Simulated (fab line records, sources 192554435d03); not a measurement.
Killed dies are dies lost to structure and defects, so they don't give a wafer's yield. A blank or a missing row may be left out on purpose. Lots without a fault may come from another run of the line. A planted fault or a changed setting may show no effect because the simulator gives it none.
Chamber matching | flow n5_finfet | N5_BEOL_M2_ETCH_70 on rie_diel-02: 4 sister chambers
The step etches SOC in N2/H2, target depth 80 nm, overetch 24 nm, time 130 s. 4 wafers are shown with their chamber, then 7 later ones without.

WAFERS WITH THEIR CHAMBER
wafer  | chamber | showerhead_plenum_p_Torr (Torr)
L077.1 | 3       | 2.51
L080.5 | 2       | 2.63
L081.1 | 0       | 2.53
L081.2 | 1       | 2.68

WAFERS WITHOUT THEIR CHAMBER
wafer  | showerhead_plenum_p_Torr (Torr)
L081.5 | 2.53
L085.2 | 2.63
L085.4 | 2.68
L085.6 | 2.63
L095.2 | 2.62
L095.3 | 2.50
L095.4 | 2.67

WHICH CHAMBER EACH WENT THROUGH
wafer  | from the rows above | in truth
L081.5 | 0                   | 0
L085.2 | 2                   | 2
L085.4 | 1                   | 1
L085.6 | 2                   | 2
L095.2 | 2                   | 2
L095.3 | 3                   | 3
L095.4 | 1                   | 1
Placed correctly: 7 of 7. Can't be placed from these rows: 0. Placed wrongly: 0.
How it was worked out, from the rows above alone: a wafer's distance from a chamber is the root of the sum, over the readings, of the square of ((its reading less the chamber's mean) divided by the reading's scatter). The wafer belongs to the nearest chamber; if the next one is less than 2 further off, it can't be placed. A chamber's mean is the mean of its shown wafers. The scatter: with one shown wafer a chamber, the root of the mean of the squares of how far each hidden wafer lies from its nearest shown one.
